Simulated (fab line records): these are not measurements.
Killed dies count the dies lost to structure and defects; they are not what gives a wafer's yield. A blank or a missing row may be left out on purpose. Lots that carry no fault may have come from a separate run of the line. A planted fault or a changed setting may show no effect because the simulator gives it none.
fab line records ; flow nandHarc
[record] lots = 6; wafers = 18; lastDay = 23
route steps=1159 shown P_ZERO_WELL@53 P_STI@69 END@1159
lots that met no fault: taken from a fault-free run of the same line
startH: hours from the record's first day to the start of the lot's first wafer shown ; waitH: time in hours since the lot's previous step ; " as in the row above ; L1.1+2: several wafers, shown together as one row ; - value missing, or start not given ; * or withheld: withheld ; < > ~ a bound
route shown NAME@n: NAME is a module with steps in the file, n the number in the route of the first one ; usual: the fault-free wafers' mean and standard deviation ; same: alike in all rows ; chamber/n: place in a boat ; sites: each site's reading ; _std_site: how widely they spread, as a standard deviation ; _edge_site: mean of outer sites minus mean of inner sites ; radiusMm: how far each site lies from the wafer's centre ; mask NAME#n: copy n ; behind: the most recent tool/chamber to have shaped the wafer ; hold: reason for holding the lot/hours on hold/outcome of the hold ; device: the n, p or np transistor that did not switch ; end of line: the route-end tests of the same wafers ; for a step that has no rows: nothing shown but its recipe ; killed: dies that structure and defects cost at the first sort, which is not the same as the wafer's yield ; map: a wafer's dies, marking killed ones x, the rest . and places with no die _
set.NAME: the run value of the setting; set.NAME@STEP: its run value at that earlier step ; model.NAME: the simulator's own value behind a step, which no gauge read
certain route steps with their lots: each step a table, each wafer a row
services: from which hour (startH, from the record's first day; less than 0 if before it) a tool's chamber was out of use, for how many hours, and why
[[steps]]
[step NHARC_P_ZERO_WELL_COAT_46]
[recipe] spinRpm = withheld
[step NHARC_P_ZERO_WELL_SOFTBAKE_47]
[recipe] tempC = 122; timeS = 95
[step NHARC_P_ZERO_WELL_EBR_48]
[step NHARC_P_ZERO_WELL_EXPOSE_49]
[recipe] na = 0.6; targetCdNm = 2000; doseMj = 22.64; maskId = P_HVPW
[step NHARC_P_ZERO_WELL_PEB_50]
[recipe] pebTempC = 118; pebTimeS = 85
[step NHARC_P_ZERO_WELL_DEVELOP_51]
[recipe] timeS = 70
[step NHARC_P_ZERO_WELL_CD_MEAS_52]
[recipe] targetCdNm = 2000; landingEnergyEv = 500
[usual] cdNm = 2000.0/1.4
lot.wafer;tool;chamber;startH;waitH;cdNm
L281.1;cdSem-01;0;17.48;-;2001.6
L281.3;cdSem-01;0;17.48;-;2001.7
L281.4;cdSem-01;0;17.48;-;2001.0
L282.1;cdSem-03;0;23.62;-;2001.2
L282.2;cdSem-03;0;23.62;-;2000.9
L282.6;cdSem-03;0;23.62;-;1999.7
L290.3;cdSem-01;0;71.69;-;1998.9
L290.4;cdSem-01;0;71.69;-;1999.4
L290.5;cdSem-01;0;71.69;-;1998.2
L292.2;cdSem-01;0;83.80;-;1996.6
L292.3;cdSem-01;0;83.80;-;1998.3
L292.5;cdSem-01;0;83.80;-;1999.0
L294.3;cdSem-01;0;96.29;-;2000.6
L294.5;cdSem-01;0;96.29;-;2000.7
L294.6;cdSem-01;0;96.29;-;2002.2
L298.1;cdSem-02;0;119.53;-;1998.1
L298.4;cdSem-02;0;119.53;-;1999.5
L298.6;cdSem-02;0;119.53;-;1998.8
[step NHARC_P_ZERO_WELL_HARDBAKE_53]
[recipe] tempC = 125; timeS = 80
[step NHARC_P_ZERO_WELL_DESCUM_54]
[recipe] timeS = 3; o2FlowSccm = 200; arFlowSccm = 0; biasPowerW = 0; chemistry = O2
[usual] drypumpMotorCurrentA = 5.5/0.6; oesProductAu = 0.999/0.0076; rfVppV = 57.9/0.8; showerheadPlenumPTorr = 1.94/0.051; throttleValvePct = 11.312/0.0094
lot.wafer;tool;chamber;startH;waitH;drypumpMotorCurrentA;oesProductAu;rfHoursCounterH;rfVppV;showerheadPlenumPTorr;throttleValvePct
L281.3;rieDiel-01;2;17.64;-;4.9;0.989;3;58.5;1.95;11.311
L281.4;rieDiel-01;3;17.64;-;6.0;0.985;3;57.9;1.95;11.312
L281.1;rieDiel-01;0;17.64;-;5.6;0.983;2;56.9;1.96;11.306
L282.1;rieDiel-06;1;23.80;-;4.9;0.999;6;57.6;1.90;11.306
L282.2;rieDiel-06;3;23.80;-;6.7;0.999;7;58.4;2.01;11.314
L282.6;rieDiel-06;0;23.80;-;6.3;1.011;-;56.7;1.90;11.325
L290.3;rieDiel-01;0;71.86;-;5.6;1.001;7;59.5;1.95;11.315
L290.5;rieDiel-01;3;71.86;-;5.9;0.995;-;57.4;1.95;11.312
L290.4;rieDiel-01;0;71.86;-;5.6;0.996;-;57.8;1.95;11.301
L292.2;rieDiel-01;0;83.96;-;5.6;0.993;7;57.0;1.95;11.302
L292.3;rieDiel-01;3;83.96;-;6.0;0.997;8;57.6;1.95;11.319
L292.5;rieDiel-01;3;83.96;-;6.0;1.000;-;57.7;1.95;11.308
L294.3;rieDiel-06;3;96.46;-;6.7;1.001;2;58.6;2.00;11.297
L294.6;rieDiel-06;2;96.46;-;4.8;0.997;-;58.7;1.99;11.315
L294.5;rieDiel-06;3;96.46;-;6.7;0.999;-;57.8;2.00;11.320
L298.1;rieDiel-06;0;119.72;-;6.3;1.017;4;57.1;1.90;11.334
L298.4;rieDiel-06;1;119.72;-;4.8;1.001;2;56.5;1.90;11.317
L298.6;rieDiel-06;3;119.72;-;6.7;1.013;-;57.5;2.00;11.312
[step NHARC_P_ZERO_WELL_IMPLANT_55]
[recipe] energyKev = 180; doseCm2 = 8e+11; tiltDeg = 7
[step NHARC_P_ZERO_WELL_IMPLANT_61]
[recipe] energyKev = 30; doseCm2 = 5e+11; tiltDeg = 7
[step NHARC_P_ZERO_WELL_STRIP_56]
[recipe] timeS = 840; tempC = 130; chemistry = SPM
[step NHARC_P_ZERO_WELL_PRECLEAN_68]
[recipe] timeS = 60; tempC = 50; bathAgeMin = 0; chemistry = SC1
lot.wafer;tool;chamber;startH;waitH
L281.4+1+3;wetBench-02;7,2,4;18.23;-
L282.6+2+1;wetBench-09;2,4,5;24.38;-
L290.3+5+4;wetBench-09;0,1,4;72.46;-
L292.5+2+3;wetBench-09;5,6,7;84.58;-
L294.3+5+6;wetBench-02;7,0,1;97.05;-
L298.1+6+4;wetBench-02;3,5,6;120.28;-
[step NHARC_P_ZERO_WELL_SRD_69]
[step NHARC_P_ZERO_WELL_RTA_42]
[recipe] tempC = 1100; timeS = 300
[usual] lampPowerPct = 41/4.4; lamp_zone_2_pct = 41/4.4; wafer_temp_C_max = 1104.3/1.1
lot.wafer;tool;chamber;startH;waitH;lampPowerPct;lamp_zone_2_pct;wafer_temp_C_max
L281.1;rtpAnneal-01;0;18.62;-;36;36;1104.9
L281.3;rtpAnneal-01;0;18.62;-;37;36;1104.5
L281.4;rtpAnneal-01;0;18.62;-;36;36;1105.6
L282.1;rtpAnneal-01;0;24.77;-;37;36;1104.8
L282.2;rtpAnneal-01;0;24.77;-;36;36;1104.2
L282.6;rtpAnneal-01;0;24.77;-;37;36;1105.1
L290.3;rtpAnneal-02;0;73.06;-;45;45;1102.3
L290.4;rtpAnneal-02;0;73.06;-;45;45;1102.8
L290.5;rtpAnneal-02;0;73.06;-;45;45;1103.6
L292.2;rtpAnneal-01;0;85.17;-;36;36;1103.5
L292.3;rtpAnneal-01;0;85.17;-;36;37;1105.6
L292.5;rtpAnneal-01;0;85.17;-;36;37;1105.6
L294.3;rtpAnneal-02;0;97.65;-;45;45;1103.6
L294.5;rtpAnneal-02;0;97.65;-;45;45;1103.5
L294.6;rtpAnneal-02;0;97.65;-;45;45;1103.1
L298.1;rtpAnneal-02;0;120.67;-;45;45;1103.9
L298.4;rtpAnneal-02;0;120.67;-;45;45;1103.3
L298.6;rtpAnneal-02;0;120.67;-;45;45;1103.2
[step NHARC_P_ZERO_WELL_INSPECT_43]
[usual] rawDefectCount = 13/5.9
lot.wafer;tool;chamber;startH;waitH;rawDefectCount
L281.1;defectInspect-01;-;19.30;0.6;11
L281.3;defectInspect-01;-;19.30;0.6;8
L281.4;defectInspect-01;-;19.30;0.6;10
L282.1;defectInspect-02;-;25.45;0.6;20
L282.2;defectInspect-02;-;25.45;0.6;15
L282.6;defectInspect-02;-;25.45;0.6;8
L290.3;defectInspect-02;-;73.53;0.4;968
L290.4;defectInspect-02;-;73.53;0.4;921
L290.5;defectInspect-02;-;73.53;0.4;875
L292.2;defectInspect-01;-;86.27;0.9;1005
L292.3;defectInspect-01;-;86.27;0.9;924
L292.5;defectInspect-01;-;86.27;0.9;957
L294.3;defectInspect-02;-;98.11;0.4;14
L294.5;defectInspect-02;-;98.11;0.4;10
L294.6;defectInspect-02;-;98.11;0.4;10
L298.1;defectInspect-02;-;121.34;0.6;14
L298.4;defectInspect-02;-;121.34;0.6;12
L298.6;defectInspect-02;-;121.34;0.6;10
[step NHARC_P_STI_ETCH_26]
[recipe] targetDepthA = 110; chemistry = dHF; material = SiO2
[step NHARC_END_SORT_01]
[recipe] tempC = 25
[usual] killedAtArray = 29/11; killedAtOther = 0.6/0.89; killedAtPeriphery = 3.8/2.8; killedDies = 33/12; killedOpen = 3.5/1.9; killedShort = 1.9/1.3
[same] grossDies = 677
lot.wafer;tool;chamber;startH;waitH;killedAtArray;killedAtOther;killedAtPeriphery;killedDies;killedOpen;killedShort
L290.3;prober-02;0;490.70;3.1;30;0;106;136;0;1
L290.4;prober-02;0;491.48;3.4;11;0;93;104;2;1
L290.5;prober-02;0;492.27;3.7;30;1;76;107;5;2
L292.2;prober-02;0;513.49;2.8;35;0;93;128;8;3
L292.3;prober-02;0;514.29;3.1;22;0;93;115;7;1
L292.5;prober-02;0;515.88;3.7;18;0;82;100;1;3
L298.1;prober-01;0;554.97;2.5;13;0;2;15;4;1
L298.4;prober-01;0;557.38;3.4;14;0;1;15;3;3
L298.6;prober-01;0;558.98;4.0;17;0;1;18;2;1
// killed by level:class
L290.3 P_ZERO_WELL:unspecified=106 A_CHANNEL_HOLE_D1:chamberFilmFlake=20 A_STAIRCASE:chamberFilmFlake=3 A_CONTACT:chamberFilmFlake=2 A_WL_FILL:chamberFilmFlake=2 A_CONTACT:geometricParticle:short=1 A_CHANNEL_FILL_D1:chamberFilmFlake=1 A_SLIT:chamberFilmFlake=1
L290.4 P_ZERO_WELL:unspecified=92 A_CHANNEL_HOLE_D1:chamberFilmFlake=7 P_GATE:geometricParticle:open=1 A_CHANNEL_FILL_D1:geometricParticle:open=1 A_SGD_CUT:geometricParticle:short=1 A_STAIRCASE:chamberFilmFlake=1 A_CONTACT:chamberFilmFlake=1
L290.5 P_ZERO_WELL:unspecified=73 A_CHANNEL_HOLE_D1:chamberFilmFlake=17 A_WL_FILL:chamberFilmFlake=3 P_ZERO_WELL:chamberFilmFlake=2 A_M0:chamberFilmFlake=2 A_STAIRCASE:chamberFilmFlake=2 P_CONTACT:geometricParticle:open=1 A_ONON_D1:geometricParticle:open=1
L292.2 P_ZERO_WELL:unspecified=90 A_SLIT:chamberFilmFlake=15 A_CHANNEL_HOLE_D1:chamberFilmFlake=4 A_CONTACT:geometricParticle:open=3 A_CONTACT:chamberFilmFlake=3 A_SGD_CUT:geometricParticle:open=2 P_M0:geometricParticle:open=1 A_ONON_D1:geometricParticle:short=1
L292.3 P_ZERO_WELL:unspecified=89 A_SLIT:chamberFilmFlake=9 A_STAIRCASE:chamberFilmFlake=6 P_GATE:geometricParticle:open=1 P_M0:geometricParticle:short=1 P_M0:geometricParticle:open=1 A_ONON_D1:geometricParticle:open=1 A_CHANNEL_FILL_D1:geometricParticle:open=1
L292.5 P_ZERO_WELL:unspecified=78 A_SLIT:chamberFilmFlake=7 A_STAIRCASE:chamberFilmFlake=5 P_GATE:chamberFilmFlake=2 P_M0:geometricParticle:open=1 A_WL_FILL:geometricParticle:short=1 A_BLC:geometricParticle:short=1 A_M0:geometricParticle:short=1
L298.1 A_CHANNEL_HOLE_D1:chamberFilmFlake=3 A_CONTACT:chamberFilmFlake=3 A_STAIRCASE:chamberFilmFlake=2 P_GATE:geometricParticle:open=1 P_M0:geometricParticle:open=1 A_SGD_CUT:geometricParticle:short=1 A_CONTACT:geometricParticle:open=1 A_M0:geometricParticle:open=1
L298.4 A_CONTACT:chamberFilmFlake=4 A_CHANNEL_HOLE_D1:chamberFilmFlake=3 A_CHANNEL_FILL_D1:geometricParticle:short=2 A_ONON_D1:geometricParticle:short=1 A_CHANNEL_FILL_D1:geometricParticle:open=1 A_WL_FILL:geometricParticle:open=1 A_CONTACT:geometricParticle:open=1 P_GATE:chamberFilmFlake=1
L298.6 A_CHANNEL_HOLE_D1:chamberFilmFlake=7 A_CONTACT:chamberFilmFlake=4 A_WL_FILL:chamberFilmFlake=2 P_GATE:geometricParticle:open=1 A_ONON_D1:geometricParticle:open=1 A_CONTACT:geometricParticle:short=1 A_STAIRCASE:chamberFilmFlake=1 A_SLIT:chamberFilmFlake=1
// map L290.3 (x killed, . not)
____________.____________
_________......._________
_______..........._______
______.............______
_____..............._____
____.................____
____...x.............____
___..xx..x............___
___..xxxxxx...........___
__..x.xxxxx............__
__.xxxxxxxxx...........__
_..xxxxxxxxx............_
_..xxxxxxxx............._
_xxxxxxxxxxx............_
_...xxxxxxxxx..........._
_.xxxxxxxxxxx..........._
....xxxxxxxxx............
...xxxxxxxx..............
....xxxxxx...............
....xxxxxxx.....x........
.....x.xxx...x...........
_.........x.x..........._
_.x.......x............._
_........xxx.......x...._
_........xxxxx.........._
_..x..xx..xx.x.........._
__..x................x.__
__.......x.xx..........__
___...................___
___.......xx..........___
____........x........____
____.................____
_____..............._____
______.............______
_______..........._______
_________......._________
____________.____________
// map L292.2 (x killed, . not)
____________x____________
_________xxxxxxx_________
_______.xxxxxxxxx._______
______..xxxxxxxx...______
_____..xxxxxxxxx...._____
____...xxxxxxxxx..x..____
____...xxxxxxxxxx....____
___..x.xxxxxxxxxx.....___
___....xxxxxxxxx....x.___
__.....xxxxxxxx........__
__..x....xxxxx.x.......__
_..x......xxx.xx........_
_...........x..........._
_xxx...................._
_...x..................._
_......................._
..xx.x...................
x..x.x..................x
.x..xx.....x.............
..x.x....................
xx.x.x.x.................
_......................._
_...........x..........._
_......................._
_......................._
_...............x......._
__.........x...........__
__.....................__
___...................___
___...................___
____.................____
____..x....x.........____
_____..............._____
______.....x.....x.______
_______.........x._______
_________...x..._________
____________.____________
[[services]]
tool;chamber;startH;hours;kind
rieDiel-06;0;-5.73;-;clean
rieDiel-06;1;-5.73;-;clean
rieDiel-06;2;-5.73;-;clean
rieDiel-06;3;-5.73;-;clean
rieDiel-01;0;-5.70;-;clean
rieDiel-01;1;-5.70;-;clean
rieDiel-01;2;-5.70;-;clean
rieDiel-01;3;-5.70;-;clean
wetBench-02;-;4.00;8.0;pm
rieDiel-01;-;11.58;2.0;repair
wetBench-02;0;12.00;-;consumableReplace:bath
wetBench-02;0;12.00;-;consumableReplace:filter
wetBench-02;1;12.00;-;consumableReplace:bath
wetBench-02;1;12.00;-;consumableReplace:filter
wetBench-02;2;12.00;-;consumableReplace:bath
wetBench-02;2;12.00;-;consumableReplace:filter
wetBench-02;3;12.00;-;consumableReplace:bath
rieDiel-01;2;61.32;12.1;repair
rieDiel-06;-;64.47;9.0;pm
rieDiel-01;1;79.99;24.8;repair
rieDiel-06;1;88.05;4.1;repair
rieDiel-01;2;106.34;5.2;repair
wetBench-09;-;112.80;8.0;pm
rieDiel-01;1;118.32;1.4;repair
[[key]]
[firstSign] step = NHARC_P_ZERO_WELL_INSPECT_43; reading = rawDefectCount; direction = up; sigmas = 99+; usual = 13; struck = 942
[effect] step = NHARC_END_SORT_01; reading = killedAtPeriphery; direction = up; sigmas = 31; usual = 3.8; struck = 90.5
[moreKillsBornAt] NHARC_P_ZERO_WELL_PRECLEAN_68@wetBench-09 = 528
metAt NHARC_P_ZERO_WELL_PRECLEAN_68
struckWafers L290.3,L290.4,L290.5,L292.2,L292.3,L292.5
testerLeftOut L290,L292
onsetBetween 24.38 72.46
alsoFits NHARC_P_ZERO_WELL_DESCUM_54:rieDiel-01
[fault] kind = chamberParticleSource; tool = wetBench-09; chamber = -; onsetH = 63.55; steps = NHARC_P_ZERO_WELL_PRECLEAN_68; ratePerVisitCm2 = 1.4485; endH = 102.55
// testerLeftOut: of these lots the tester's yield and bins aren't shown, on N5 and GAA mostly nor the transistor test; their killed dies are dies lost to structure and defects alone, not to doping, threshold or leakage, so they don't give the yield
